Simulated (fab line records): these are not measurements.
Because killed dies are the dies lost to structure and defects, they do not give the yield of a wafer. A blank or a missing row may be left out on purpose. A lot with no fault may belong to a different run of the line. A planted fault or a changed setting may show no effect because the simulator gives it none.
Matching of chambers    flow n5_finfet    rie_si-05 running N5_DUMMY_GATE_ETCH_32: 4 sister chambers
The step etches SiO2 in CF4, target depth 3.5 nm, time 3.9 s. 14 wafers are shown with their chamber, then 7 later ones without.

## WAFERS, EACH WITH ITS CHAMBER
wafer   chamber  throttle_valve_pct (%)  drypump_motor_current_A (A)  oes_product_au (a.u.)
L078.1  0        21.45                   5.8                          0.995
L078.2  2        22.34                   6.4                          0.984
L078.4  1        21.45                   5.8                          1.024
L079.2  2        22.31                   6.4                          0.988
L079.3  1        21.46                   5.9                          1.020
L079.5  2        22.34                   6.4                          0.983
L080.1  0        21.45                   5.8                          1.000
L080.5  2        22.33                   6.4                          0.984
L080.6  3        21.76                   5.7                          0.971
L081.2  2        22.33                   6.4                          0.976
L081.3  1        21.49                   5.9                          1.025
L081.5  2        22.31                   6.4                          0.986
L082.1  1        21.49                   5.8                          1.019
L082.4  2        22.33                   6.4                          0.990

SIGNATURES (averages over the wafers above)
reading                  chamber 0  chamber 1  chamber 2  chamber 3  scatter within a chamber
throttle_valve_pct       21.4500    21.4725    22.3271    21.7600    0.0149
drypump_motor_current_A  5.800      5.850      6.400      5.700      0.0316
oes_product_au           0.99750    1.02200    0.98443    0.97100    0.00398
Rule: for each reading, subtract the chamber's mean from the wafer's reading, divide by that reading's scatter and square the result; add these up over the readings and take the root, which gives the wafer's distance from the chamber. If the next closest chamber is less than 2 further off than the closest, the wafer can't be placed; otherwise it belongs to the closest. The scatter: the root of (the sum of the squares of (reading less its chamber's mean) over the shown wafers, divided by (wafers less chambers)).

## WAFERS WITHOUT THEIR CHAMBER
wafer   throttle_valve_pct (%)  drypump_motor_current_A (A)  oes_product_au (a.u.)
L082.6  21.46                   5.8                          1.034
L083.1  22.33                   6.4                          0.976
L083.2  21.42                   5.9                          0.996
L083.5  21.72                   5.7                          0.955
L089.4  21.44                   5.8                          0.986
L089.5  21.75                   5.7                          0.962
L089.6  21.46                   5.8                          1.031

## THE CHAMBER EACH PASSED THROUGH
wafer   from the rows above  in truth
L082.6  1                    1
L083.1  2                    2
L083.2  0                    0
L083.5  3                    3
L089.4  0                    0
L089.5  3                    3
L089.6  1                    1
Placed correctly: 7 of 7. Left unplaced by these rows: 0. Placed wrongly: 0.
